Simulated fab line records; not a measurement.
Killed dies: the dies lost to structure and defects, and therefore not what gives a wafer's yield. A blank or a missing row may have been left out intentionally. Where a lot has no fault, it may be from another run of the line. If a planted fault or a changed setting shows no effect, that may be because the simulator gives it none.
Struck lot and sound lot, side by side | flow n5-finfet | 14 out of 1938 route steps
Sound: wafers L496.2, L496.3, L496.4. Struck: wafer L506.2 (left out: L506.3, L506.6 of the same lot, which were not struck); the cause appears at the end.
At each step with rows: each side's tool, then ch and its chambers, then its first start. Under that, the readings that differ: sound wafers | struck wafers | difference of the means | sigmas: that difference in standard deviations of wafers without a fault.
alike: readings with means less than 2 such deviations apart, plus words and numbers identical on both sides. not compared: withheld readings, readings lacking a value on some wafer, bounds such as >300 that could conceal the same value, and numbers that have no deviation in the record and whose values overlap.
The two part at a step that has a row with sigmas, a row that says differs or no value, or rows on one side only. Non-overlapping numbers with no deviation appear without sigmas and do not part them. A reading missing from all wafers of one side parts the sides only when that side holds two or more wafers.

first, 3 steps without rows for these wafers: N5_BEOL_M8_EXPOSE_08 (exposes mask M8); N5_BEOL_M8_PEB_09 (peb time 60 s); N5_BEOL_M8_DEVELOP_10 (develop time 30 s).
N5_BEOL_M8_CD_MEAS_11 targets a cd of 38.5 nm.
  sound on cd-sem-01 ch 0, day 11 14:31; struck on cd-sem-01 ch 0, day 14 09:34
  alike: cd-nm
N5_BEOL_M8_OVL_MEAS_12:
  sound on overlay-01 ch 0, day 11 14:33; struck on overlay-01 ch 0, day 14 09:35
  alike: M8_OVL
N5_BEOL_M8_INSPECT_13: inspects for defects (brightfield).
  sound on defect-inspect-01, day 11 14:35; struck on defect-inspect-01, day 14 09:37
  alike: raw-defect-count
N5_BEOL_M8_DESCUM_16: chemistry O2, time 7.9 s.
  sound on rie-diel-04 ch 0,2,3, day 11 14:37; struck on rie-diel-04 ch 0, day 14 09:39
  reading                | sound             | struck | difference | sigmas
  o2-flow-sccm (sccm)    | 224.5 224.4 224.2 | 225.8  | +1.4       | +2
  rf-hours-counter-h (h) | 74 90 61          | 112    | +37        |
  throttle-valve-pct (%) | 19.9 20.8 20.0    | 20.9   | +0.7       | +2
  alike: drypump-motor-current-A, oes-product-au, rf-vpp-V, showerhead-plenum-p-Torr
N5_BEOL_M8_ETCH_61: etches SiARC in CF4, target depth 45.5 nm, time 75.8 s.
  sound on rie-diel-04 ch 0,2,3, day 11 14:39; struck on rie-diel-04 ch 0, day 14 09:41
  reading                | sound    | struck | difference | sigmas
  rf-hours-counter-h (h) | 74 90 61 | 112    | +37        |
  alike: drypump-motor-current-A, etch-rf-on-time-s, oes-product-au, rf-vpp-V, showerhead-plenum-p-Torr, throttle-valve-pct
N5_BEOL_M8_ETCH_62: etches SOC in N2/H2, target depth 110 nm, overetch 22 nm, time 165 s.
  sound on rie-diel-04 ch 0,2,3, day 11 14:42; struck on rie-diel-04 ch 0, day 14 09:44
  reading                | sound    | struck | difference | sigmas
  rf-hours-counter-h (h) | 74 90 62 | 112    | +37        |
  alike: drypump-motor-current-A, n2-flow-sccm, oes-product-au, rf-vpp-V, showerhead-plenum-p-Torr, throttle-valve-pct
then, 1 step without rows for these wafers: N5_BEOL_M8_STRIP_68 (strips in N2/H2).
N5_BEOL_M8_STRIP_67: strips in CF4.
  sound on rie-diel-04 ch 0,2,3, day 11 14:51; struck on rie-diel-04 ch 0, day 14 09:53
  reading                | sound    | struck | difference | sigmas
  rf-hours-counter-h (h) | 74 90 62 | 112    | +37        |
  alike: chamber-pressure-mTorr, drypump-motor-current-A, oes-product-au, rf-vpp-V, showerhead-plenum-p-Torr, throttle-valve-pct
N5_BEOL_M8_HM_OPEN_17: chemistry Cl2/BCl3, target TiN, target depth 20 nm, overetch 6 nm.
  sound on rie-metal-02 ch 1, day 11 14:55; struck on rie-metal-03 ch 0, day 14 09:55
  reading                | sound | struck | difference                   | sigmas
  rf-hours-counter-h (h) | - - - | 9      | no value on the sound wafers |
  alike: bcl3-flow-sccm, drypump-motor-current-A, oes-product-au, throttle-valve-pct
N5_BEOL_M8_STRIP_19: strips in O2.
  sound on rie-diel-04 ch 1,2,3, day 11 15:11; struck on rie-diel-04 ch 2, day 14 10:09
  reading                        | sound             | struck | difference | sigmas
  chamber-pressure-mTorr (mTorr) | 29.99 30.07 29.99 | 38.99  | +8.97      | +99 or more
  rf-hours-counter-h (h)         | 74 30 62          | 97     | +42        |
  rf-vpp-V (V)                   | 2.6 3.8 4.2       | 5.0    | +1.5       | +2
  alike: drypump-motor-current-A, o2-flow-sccm, oes-product-au, showerhead-plenum-p-Torr, throttle-valve-pct
N5_BEOL_M8_CD_MEAS_18: pitch 80 nm, target cd 40 nm.
  sound on cd-sem-02, day 11 15:16; struck on cd-sem-01, day 14 10:14
  alike: cd-nm

WHERE THEY PART
First at N5_BEOL_M8_DESCUM_16; last, within this record, at N5_BEOL_M8_STRIP_19. Later steps at which nothing parts them and some readings are alike: N5_BEOL_M8_CD_MEAS_18.

WHY: what had been put in by the simulator
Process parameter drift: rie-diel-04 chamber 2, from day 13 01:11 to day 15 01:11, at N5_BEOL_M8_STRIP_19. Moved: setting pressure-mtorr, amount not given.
